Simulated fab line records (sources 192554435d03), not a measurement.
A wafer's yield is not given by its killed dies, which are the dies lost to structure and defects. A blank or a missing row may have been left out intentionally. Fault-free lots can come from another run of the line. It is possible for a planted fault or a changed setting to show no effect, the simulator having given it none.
Chamber matching + flow n5Finfet + 4 sister chambers for N5_BEOL_M0_TRENCH_ETCH_107 on rieDiel-02
The step etches SiOC in C4F6/O2, target depth 32.8 nm, time 16.4 s. 8 wafers are shown with their chamber, then 9 later ones without.

EACH WAFER AND ITS CHAMBER
| wafer  | chamber | rfVppV (V) | showerheadPlenumPTorr (Torr) |
|--------|---------|------------|------------------------------|
| L084.2 | 2       | 683        | 2.92                         |
| L084.3 | 3       | 653        | 2.80                         |
| L085.2 | 0       | 649        | 3.05                         |
| L085.3 | 1       | 645        | 2.76                         |
| L085.6 | 3       | 653        | 2.79                         |
| L087.1 | 0       | 651        | 3.04                         |
| L087.2 | 1       | 645        | 2.76                         |
| L087.5 | 2       | 684        | 2.92                         |

WAFERS MISSING THEIR CHAMBER
| wafer  | rfVppV (V) | showerheadPlenumPTorr (Torr) |
|--------|------------|------------------------------|
| L092.1 | 650        | 3.04                         |
| L092.2 | 654        | 2.79                         |
| L092.5 | 652        | 2.79                         |
| L095.1 | 645        | 2.76                         |
| L095.2 | 684        | 2.91                         |
| L095.3 | 648        | 3.03                         |
| L096.1 | 644        | 2.75                         |
| L096.4 | 653        | 2.78                         |
| L096.5 | 683        | 2.91                         |

WHICH CHAMBER EACH WENT THROUGH
| wafer  | from the rows above | in truth |
|--------|---------------------|----------|
| L092.1 | 0                   | 0        |
| L092.2 | 3                   | 3        |
| L092.5 | 3                   | 3        |
| L095.1 | 1                   | 1        |
| L095.2 | 2                   | 2        |
| L095.3 | 0                   | 0        |
| L096.1 | 1                   | 1        |
| L096.4 | 3                   | 3        |
| L096.5 | 2                   | 2        |
9 of 9 placed correctly. Can't be placed from these rows: 0. Placed wrongly: 0.
How it was worked out, from the rows above alone: a wafer's distance from a chamber is the root of the sum, over the readings, of the square of ((its reading less the chamber's mean) divided by the reading's scatter). If the next closest chamber is less than 2 further off than the closest, the wafer can't be placed; otherwise it belongs to the closest. A chamber's mean is the mean of its shown wafers. How the scatter is found: for the shown wafers, subtract from each reading the mean of its chamber, square and add these, divide the total by (wafers less chambers), then take the root.
